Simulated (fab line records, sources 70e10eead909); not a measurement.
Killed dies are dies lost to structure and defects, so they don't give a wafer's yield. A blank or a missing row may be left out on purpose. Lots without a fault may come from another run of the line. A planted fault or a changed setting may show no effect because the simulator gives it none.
Chamber matching | flow nand_harc | NHARC_A_STAIRCASE_ALD_420 on ald_hk-02: 4 sister chambers
The step deposits SiO2, target thk 20 nm, pulse time 6 s, ald cycles 200. 18 wafers are shown with their chamber, then 9 later ones without.

WAFERS WITH THEIR CHAMBER
wafer  | chamber | heater_power_w (W) | precursor_pulse_height_rel
L075.2 | 3       | 415                | 0.975
L075.4 | 2       | 471                | 1.031
L075.5 | 0       | 507                | 0.996
L077.3 | 2       | 466                | 0.985
L077.4 | 3       | 424                | 1.034
L077.5 | 2       | 458                | 1.004
L078.1 | 3       | 421                | 0.975
L078.3 | 2       | 462                | 0.975
L078.4 | 1       | 519                | 1.011
L081.3 | 2       | 473                | 1.025
L081.5 | 0       | 514                | 0.959
L081.6 | 1       | 511                | 1.009
L085.3 | 0       | 512                | 1.034
L085.4 | 1       | 506                | 0.995
L085.5 | 0       | 509                | 0.993
L089.1 | 1       | 506                | 1.004
L089.4 | 2       | 473                | 0.973
L089.5 | 0       | 518                | 1.007

SIGNATURES (means of the wafers above)
reading                    | chamber 0 | chamber 1 | chamber 2 | chamber 3 | scatter within a chamber
heater_power_w             | 512.00    | 510.50    | 467.17    | 420.00    | 5.5
precursor_pulse_height_rel | 0.99780   | 1.00475   | 0.99883   | 0.99467   | 0.0247
Rule: a wafer's distance from a chamber is the root of the sum, over the readings, of the square of ((its reading less the chamber's mean) divided by the reading's scatter). The wafer belongs to the nearest chamber; if the next one is less than 2 further off, it can't be placed. The scatter: the root of (the sum of the squares of (reading less its chamber's mean) over the shown wafers, divided by (wafers less chambers)).

WAFERS WITHOUT THEIR CHAMBER
wafer  | heater_power_w (W) | precursor_pulse_height_rel
L090.2 | 477                | 0.996
L090.3 | 516                | 0.999
L090.6 | 415                | 1.036
L094.1 | 512                | 1.004
L094.2 | 427                | 1.036
L094.5 | 489                | 0.990
L096.2 | 515                | 1.009
L096.3 | 471                | 0.987
L096.4 | 475                | 0.981

WHICH CHAMBER EACH WENT THROUGH
wafer  | from the rows above          | in truth
L090.2 | 2                            | 2
L090.3 | can't be placed: 0 or 1      | 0
L090.6 | 3                            | 3
L094.1 | can't be placed: 0 or 1      | 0
L094.2 | 3                            | 3
L094.5 | can't be placed: 1 or 2 or 0 | 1
L096.2 | can't be placed: 0 or 1      | 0
L096.3 | 2                            | 2
L096.4 | 2                            | 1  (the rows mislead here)
Placed correctly: 4 of 9. Can't be placed from these rows: 4 (the true chamber is among the candidates in 4). Placed wrongly: 1.
